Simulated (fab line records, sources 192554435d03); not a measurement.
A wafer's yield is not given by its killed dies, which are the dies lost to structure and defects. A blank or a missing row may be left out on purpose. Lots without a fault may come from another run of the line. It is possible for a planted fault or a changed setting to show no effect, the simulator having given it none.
Which of the tools did it? | flow n5_finfet | 72 wafers from 24 lots sampled at 6 of the route's 1938 steps

== WHAT EACH GAUGE READ, for each wafer ==
N5_BEOL_M11_CD_MEAS_28 targets a cd of 70 nm.
lot  | measured     | on        | cd_nm (nm)
L074 | day 9 22:57  | cd_sem-02 | 69.9 69.3 68.6
L076 | day 10 06:43 | cd_sem-02 | 72.1 70.6 71.2
L075 | day 10 12:37 | cd_sem-01 | 69.6 70.1 69.2
L077 | day 11 07:49 | cd_sem-03 | 69.9 69.4 70.2
L079 | day 11 13:17 | cd_sem-01 | 69.3 69.5 70.4
L081 | day 11 16:56 | cd_sem-03 | 69.4 68.8 70.8
L080 | day 11 17:07 | cd_sem-01 | 70.0 70.3 69.9
L078 | day 11 17:17 | cd_sem-02 | 69.5 68.7 71.3
L082 | day 11 19:37 | cd_sem-03 | 70.9 71.7 69.2
L083 | day 12 16:34 | cd_sem-01 | 71.1 69.9 69.7
L084 | day 12 16:44 | cd_sem-03 | 69.5 70.3 70.5
L085 | day 13 00:44 | cd_sem-02 | 68.8 69.1 67.8
L086 | day 13 12:28 | cd_sem-01 | 68.5 69.1 69.3
L088 | day 13 14:35 | cd_sem-02 | 69.3 69.5 68.2
L087 | day 13 14:58 | cd_sem-02 | 70.2 69.3 69.4
L089 | day 14 07:49 | cd_sem-01 | 70.0 69.2 70.3
L091 | day 14 13:04 | cd_sem-01 | 69.0 69.1 68.3
L092 | day 14 13:26 | cd_sem-03 | 70.7 70.0 70.3
L090 | day 14 13:37 | cd_sem-03 | 69.3 69.5 69.2
L093 | day 14 21:29 | cd_sem-03 | 70.2 69.8 69.6
L094 | day 15 03:38 | cd_sem-03 | 69.8 70.3 70.5
L095 | day 15 06:12 | cd_sem-03 | 70.6 70.7 69.9
L096 | day 16 04:37 | cd_sem-03 | 71.8 70.5 70.7
L097 | day 16 06:17 | cd_sem-03 | 69.0 68.6 70.0

N5_BEOL_M12_CD_MEAS_28 targets a cd of 160.2 nm.
lot  | measured     | on        | cd_nm (nm)
L074 | day 10 03:34 | cd_sem-03 | 159.7 160.1 159.4
L076 | day 10 12:14 | cd_sem-02 | 160.8 160.7 161.0
L075 | day 10 17:59 | cd_sem-01 | 159.6 159.9 158.4
L077 | day 11 13:17 | cd_sem-03 | 161.2 160.1 159.2
L079 | day 11 20:20 | cd_sem-02 | 160.3 161.1 160.4
L081 | day 11 22:31 | cd_sem-02 | 161.1 159.2 161.5
L080 | day 11 22:58 | cd_sem-01 | 159.7 160.5 160.0
L078 | day 11 23:20 | cd_sem-01 | 159.9 161.6 159.2
L082 | day 12 01:43 | cd_sem-03 | 158.1 160.4 160.1
L083 | day 12 22:50 | cd_sem-02 | 157.7 160.1 159.5
L084 | day 12 22:48 | cd_sem-01 | 163.8 160.9 162.7
L085 | day 13 07:35 | cd_sem-01 | 160.6 160.9 162.6
L086 | day 13 16:35 | cd_sem-01 | 160.3 161.5 160.7
L088 | day 13 20:58 | cd_sem-01 | 160.3 161.7 159.4
L087 | day 13 21:41 | cd_sem-01 | 161.0 161.0 161.4
L089 | day 14 12:20 | cd_sem-03 | 159.0 160.6 160.3
L091 | day 14 17:49 | cd_sem-02 | 160.6 161.2 159.8
L092 | day 14 19:34 | cd_sem-03 | 161.9 160.8 160.5
L090 | day 14 19:44 | cd_sem-03 | 160.9 161.4 161.6
L093 | day 15 02:32 | cd_sem-03 | 159.0 160.9 161.1
L094 | day 15 08:15 | cd_sem-02 | 162.6 163.8 160.8
L095 | day 15 11:35 | cd_sem-01 | 159.6 162.1 163.0
L096 | day 16 10:14 | cd_sem-01 | 160.1 162.5 162.0
L097 | day 16 10:23 | cd_sem-03 | 159.3 160.4 160.9

N5_BEOL_M12_THK_MEAS_50: measures by xrf.
lot  | measured     | on            | M12_THK (nm)
L074 | day 10 06:19 | film_metro-02 | 314 309 308
L076 | day 10 15:40 | film_metro-02 | 326 312 311
L075 | day 10 20:56 | film_metro-02 | 325 310 310
L077 | day 11 16:01 | film_metro-01 | 320 329 317
L079 | day 11 22:40 | film_metro-02 | 315 308 320
L081 | day 12 00:43 | film_metro-02 | 313 321 314
L080 | day 12 01:13 | film_metro-01 | 310 314 322
L078 | day 12 07:04 | film_metro-01 | 328 321 325
L082 | day 12 07:20 | film_metro-02 | 320 314 310
L083 | day 13 03:32 | film_metro-02 | 313 317 328
L084 | day 13 02:32 | film_metro-02 | 317 312 315
L085 | day 13 11:02 | film_metro-01 | 314 324 310
L086 | day 13 20:39 | film_metro-01 | 320 325 314
L088 | day 13 23:41 | film_metro-02 | 312 312 312
L087 | day 13 23:58 | film_metro-01 | 317 324 314
L089 | day 14 16:01 | film_metro-01 | 320 315 309
L091 | day 14 23:37 | film_metro-01 | 314 315 313
L092 | day 15 00:04 | film_metro-01 | 317 315 318
L090 | day 15 02:05 | film_metro-01 | 323 327 315
L093 | day 15 06:52 | film_metro-02 | 324 322 309
L094 | day 15 13:19 | film_metro-02 | 308 316 308
L095 | day 15 14:57 | film_metro-01 | 315 318 315
L096 | day 16 12:34 | film_metro-01 | 312 324 318
L097 | day 16 13:01 | film_metro-01 | 327 318 329

N5_BEOL_M12_INSPECT_55: inspects for defects (darkfield).
lot  | measured     | on                | raw_defect_count
L074 | day 10 06:28 | defect_inspect-02 | 53 93 51
L076 | day 10 15:49 | defect_inspect-01 | 81 55 59
L075 | day 10 21:05 | defect_inspect-01 | 101 79 54
L077 | day 11 16:10 | defect_inspect-02 | 23 49 38
L079 | day 11 22:49 | defect_inspect-02 | 108 118 87
L081 | day 12 00:52 | defect_inspect-01 | 73 87 97
L080 | day 12 01:24 | defect_inspect-02 | 56 71 66
L078 | day 12 07:13 | defect_inspect-01 | 107 100 84
L082 | day 12 07:29 | defect_inspect-02 | 95 86 63
L083 | day 13 03:41 | defect_inspect-02 | 116 92 48
L084 | day 13 02:43 | defect_inspect-01 | 80 90 87
L085 | day 13 11:11 | defect_inspect-01 | 60 66 56
L086 | day 13 20:48 | defect_inspect-01 | 71 76 65
L088 | day 13 23:50 | defect_inspect-01 | 118 135 81
L087 | day 14 00:07 | defect_inspect-02 | 60 71 44
L089 | day 14 16:10 | defect_inspect-01 | 106 95 85
L091 | day 14 23:46 | defect_inspect-01 | 76 71 40
L092 | day 15 00:13 | defect_inspect-01 | 90 76 65
L090 | day 15 02:14 | defect_inspect-02 | 68 98 131
L093 | day 15 07:01 | defect_inspect-01 | 77 117 155
L094 | day 15 13:28 | defect_inspect-01 | 110 61 104
L095 | day 15 15:06 | defect_inspect-02 | 44 66 66
L096 | day 16 12:43 | defect_inspect-02 | 69 50 69
L097 | day 16 13:11 | defect_inspect-02 | 98 81 70

== WHAT TOOL EACH LOT RAN ON (gives the tool, then ch and the chambers of the sampled wafers, and finally the start) ==
lot  | N5_BEOL_M11_CURE_72           | N5_BEOL_M12_DEP_53
L074 | uv_cure-02 ch 0, day 9 23:43  | pecvd-03 ch 0,2, day 10 06:22
L076 | uv_cure-01 ch 1, day 10 07:43 | pecvd-04 ch 0,2, day 10 15:43
L075 | uv_cure-02 ch 1, day 10 13:23 | pecvd-04 ch 0,1,2, day 10 21:00
L077 | uv_cure-03 ch 2, day 11 08:39 | pecvd-03 ch 0,1,2, day 11 16:04
L079 | uv_cure-01 ch 0, day 11 14:13 | pecvd-03 ch 0,1, day 11 22:44
L081 | uv_cure-03 ch 2, day 11 18:04 | pecvd-04 ch 1,2, day 12 00:46
L080 | uv_cure-03 ch 2, day 11 18:18 | pecvd-01 ch 0,1, day 12 01:17
L078 | uv_cure-01 ch 2, day 11 18:30 | pecvd-04 ch 0,1,2, day 12 07:08
L082 | uv_cure-01 ch 2, day 11 20:23 | pecvd-04 ch 0,2, day 12 07:23
L083 | uv_cure-03 ch 0, day 12 17:35 | pecvd-04 ch 0,1,2, day 13 03:35
L084 | uv_cure-01 ch 0, day 12 17:36 | pecvd-03 ch 0,2, day 13 02:37
L085 | uv_cure-02 ch 0, day 13 01:38 | pecvd-01 ch 0,1,2, day 13 11:05
L086 | uv_cure-01 ch 0, day 13 13:15 | pecvd-03 ch 0,1,2, day 13 20:43
L088 | uv_cure-03 ch 0, day 13 15:25 | pecvd-03 ch 0,1, day 13 23:44
L087 | uv_cure-03 ch 0, day 13 16:20 | pecvd-03 ch 0,1,2, day 14 00:01
L089 | uv_cure-03 ch 0, day 14 08:38 | pecvd-01 ch 0,1,2, day 14 16:05
L091 | uv_cure-01 ch 1, day 14 13:50 | pecvd-01 ch 1,2, day 14 23:40
L092 | uv_cure-01 ch 2, day 14 14:34 | pecvd-01 ch 0,1, day 15 00:07
L090 | uv_cure-02 ch 0, day 14 14:52 | pecvd-03 ch 0,1,2, day 15 02:08
L093 | uv_cure-03 ch 2, day 14 22:19 | pecvd-04 ch 0,1,2, day 15 06:55
L094 | uv_cure-02 ch 2, day 15 04:31 | pecvd-01 ch 0,1,2, day 15 13:23
L095 | uv_cure-01 ch 0, day 15 06:59 | pecvd-01 ch 0,2, day 15 15:01
L096 | uv_cure-02 ch 1, day 16 05:41 | pecvd-04 ch 0,1, day 16 12:38
L097 | uv_cure-03 ch 0, day 16 07:04 | pecvd-04 ch 0,1, day 16 13:05
- N5_BEOL_M11_CURE_72: cures SiCOH lowk, time 120 s.
- N5_BEOL_M12_DEP_53: deposits SiCN from 3MS/NH3, target thk 30 nm, time 10.5 s.

== AS READ BY THE TOOLS THEMSELVES (means over the sampled wafers that have a number; for cases with no such wafer, the mark the record gives instead) ==
N5_BEOL_M11_CURE_72.
lot  | tool       | lamp_power_pct (%) | wafer_temp_C_max
L074 | uv_cure-02 | 52.32              | 371.9
L076 | uv_cure-01 | 52.27              | 372.2
L075 | uv_cure-02 | 52.32              | 373.5
L077 | uv_cure-03 | 52.35              | 371.5
L079 | uv_cure-01 | 52.33              | 371.1
L081 | uv_cure-03 | 52.27              | 371.5
L080 | uv_cure-03 | 52.29              | 371.9
L078 | uv_cure-01 | 52.38              | 372.1
L082 | uv_cure-01 | 52.32              | 371.5
L083 | uv_cure-03 | 52.36              | 371.4
L084 | uv_cure-01 | 52.36              | 371.5
L085 | uv_cure-02 | 52.35              | 371.6
L086 | uv_cure-01 | 52.28              | 371.6
L088 | uv_cure-03 | 52.32              | 371.2
L087 | uv_cure-03 | 52.35              | 371.1
L089 | uv_cure-03 | 52.33              | 370.9
L091 | uv_cure-01 | 52.35              | 372.5
L092 | uv_cure-01 | 52.33              | 371.5
L090 | uv_cure-02 | 52.25              | 372.2
L093 | uv_cure-03 | 52.33              | 371.1
L094 | uv_cure-02 | 52.27              | 372.4
L095 | uv_cure-01 | 52.29              | 371.2
L096 | uv_cure-02 | 52.26              | 372.7
L097 | uv_cure-03 | 52.32              | 371.1

N5_BEOL_M12_DEP_53.
lot  | tool     | showerhead_plenum_p_Torr (Torr) | throttle_valve_pct (%)
L074 | pecvd-03 | 4.156                           | 17.8
L076 | pecvd-04 | 4.150                           | 17.2
L075 | pecvd-04 | 4.166                           | 18.0
L077 | pecvd-03 | 4.165                           | 18.1
L079 | pecvd-03 | 4.183                           | 18.6
L081 | pecvd-04 | 4.169                           | 18.5
L080 | pecvd-01 | 4.152                           | 17.7
L078 | pecvd-04 | 4.164                           | 17.9
L082 | pecvd-04 | 4.187                           | 16.7
L083 | pecvd-04 | 4.166                           | 17.9
L084 | pecvd-03 | 4.156                           | 18.0
L085 | pecvd-01 | 4.166                           | 17.4
L086 | pecvd-03 | 4.167                           | 18.0
L088 | pecvd-03 | 4.181                           | 18.6
L087 | pecvd-03 | 4.164                           | 17.8
L089 | pecvd-01 | 4.157                           | 17.5
L091 | pecvd-01 | 4.180                           | 17.1
L092 | pecvd-01 | 4.153                           | 17.8
L090 | pecvd-03 | 4.164                           | 18.1
L093 | pecvd-04 | 4.165                           | 17.9
L094 | pecvd-01 | 4.163                           | 17.5
L095 | pecvd-01 | 4.170                           | 16.9
L096 | pecvd-04 | 4.147                           | 19.0
L097 | pecvd-04 | 4.146                           | 19.1

== THE ANSWER, worked out from the rows above alone ==
Rule: usual is defined by the lots themselves. The widest of any qualifying gaps counts: lots, ordered by their means at a reading, are off when they make up no more than a third of the lots, leave a main group of 4 or more, and stand apart from it by 3 or more times the standard deviation of that group's means. A main group is skipped when, at the precision printed for the reading in the tables above, its means are all equal. Also off: a lot with no number at a reading for which 4 or more lots have one. Where the step has rows for the other lots, those lots are counted as sound. The gauges are gone through in route order, then the tools' own readings, and for those a lot's mean is taken as printed above. The first step at which some lot is off is used, and at that step the reading that is off furthest; a lot without a number counts as furthest.
None of the lots is off at any reading shown; this tells nothing.

== WHAT THE SIMULATOR PUT IN ==
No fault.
